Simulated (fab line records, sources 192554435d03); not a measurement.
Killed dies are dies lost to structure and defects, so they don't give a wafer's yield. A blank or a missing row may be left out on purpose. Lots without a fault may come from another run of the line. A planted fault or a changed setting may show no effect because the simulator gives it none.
Chamber matching | flow n5_finfet | N5_BEOL_M14_DEP_53 on pecvd-01: 3 sister chambers
The step deposits SiCN from 3MS/NH3, target thk 50 nm, time 17.8 s. 27 wafers are shown with their chamber, then 12 later ones without.

WAFERS WITH THEIR CHAMBER
wafer  | chamber | showerhead_plenum_p_Torr (Torr) | throttle_valve_pct (%)
L075.2 | 2       | 4.202                           | 17.2
L075.5 | 2       | 4.187                           | 17.3
L075.6 | 0       | 4.166                           | 17.7
L074.1 | 2       | 4.195                           | 17.6
L074.3 | 0       | 4.169                           | 18.1
L074.5 | 2       | 4.197                           | 17.4
L080.2 | 0       | 4.159                           | 17.8
L080.3 | 2       | 4.180                           | 17.3
L080.6 | 0       | 4.164                           | 18.0
L083.1 | 0       | 4.164                           | 17.9
L083.3 | 1       | 4.161                           | 17.6
L083.4 | 0       | 4.159                           | 18.0
L086.2 | 1       | 4.150                           | 17.9
L086.4 | 2       | 4.180                           | 17.4
L086.5 | 0       | 4.176                           | 17.6
L087.1 | 1       | 4.153                           | 17.6
L087.2 | 0       | 4.162                           | 18.0
L087.3 | 2       | 4.184                           | 17.3
L087.4 | 1       | 4.166                           | 17.6
L087.5 | 0       | 4.157                           | 18.3
L087.6 | 2       | 4.189                           | 17.5
L088.4 | 2       | 4.181                           | 17.7
L088.5 | 1       | 4.161                           | 17.4
L088.6 | 0       | 4.167                           | 17.9
L091.2 | 0       | 4.164                           | 17.7
L091.5 | 2       | 4.189                           | 17.4
L091.6 | 0       | 4.172                           | 17.9

SIGNATURES (means of the wafers above)
reading                  | chamber 0 | chamber 1 | chamber 2 | scatter within a chamber
showerhead_plenum_p_Torr | 4.16492   | 4.15820   | 4.18840   | 0.00655
throttle_valve_pct       | 17.908    | 17.620    | 17.410    | 0.176
Rule: a wafer's distance from a chamber is the root of the sum, over the readings, of the square of ((its reading less the chamber's mean) divided by the reading's scatter). The wafer belongs to the nearest chamber; if the next one is less than 2 further off, it can't be placed. The scatter: the root of (the sum of the squares of (reading less its chamber's mean) over the shown wafers, divided by (wafers less chambers)).

WAFERS WITHOUT THEIR CHAMBER
wafer  | showerhead_plenum_p_Torr (Torr) | throttle_valve_pct (%)
L092.1 | 4.152                           | 17.8
L092.2 | 4.178                           | 17.5
L092.3 | 4.177                           | 18.0
L092.4 | 4.148                           | 17.7
L092.5 | 4.190                           | 17.6
L092.6 | 4.164                           | 17.9
L097.3 | 4.158                           | 17.4
L097.4 | 4.157                           | 17.4
L097.6 | 4.168                           | 17.9
L096.1 | 4.156                           | 17.8
L096.4 | 4.166                           | 18.3
L096.6 | 4.201                           | 17.7

WHICH CHAMBER EACH WENT THROUGH
wafer  | from the rows above          | in truth
L092.1 | can't be placed: 1 or 0      | 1
L092.2 | can't be placed: 2 or 0 or 1 | 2
L092.3 | can't be placed: 0 or 1 or 2 | 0
L092.4 | can't be placed: 1 or 0      | 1
L092.5 | 2                            | 2
L092.6 | can't be placed: 0 or 1      | 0
L097.3 | can't be placed: 1 or 0      | 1
L097.4 | can't be placed: 1 or 0      | 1
L097.6 | can't be placed: 0 or 1      | 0
L096.1 | can't be placed: 1 or 0      | 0
L096.4 | can't be placed: 0 or 1      | 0
L096.6 | 2                            | 2
Placed correctly: 2 of 12. Can't be placed from these rows: 10 (the true chamber is among the candidates in 10). Placed wrongly: 0.
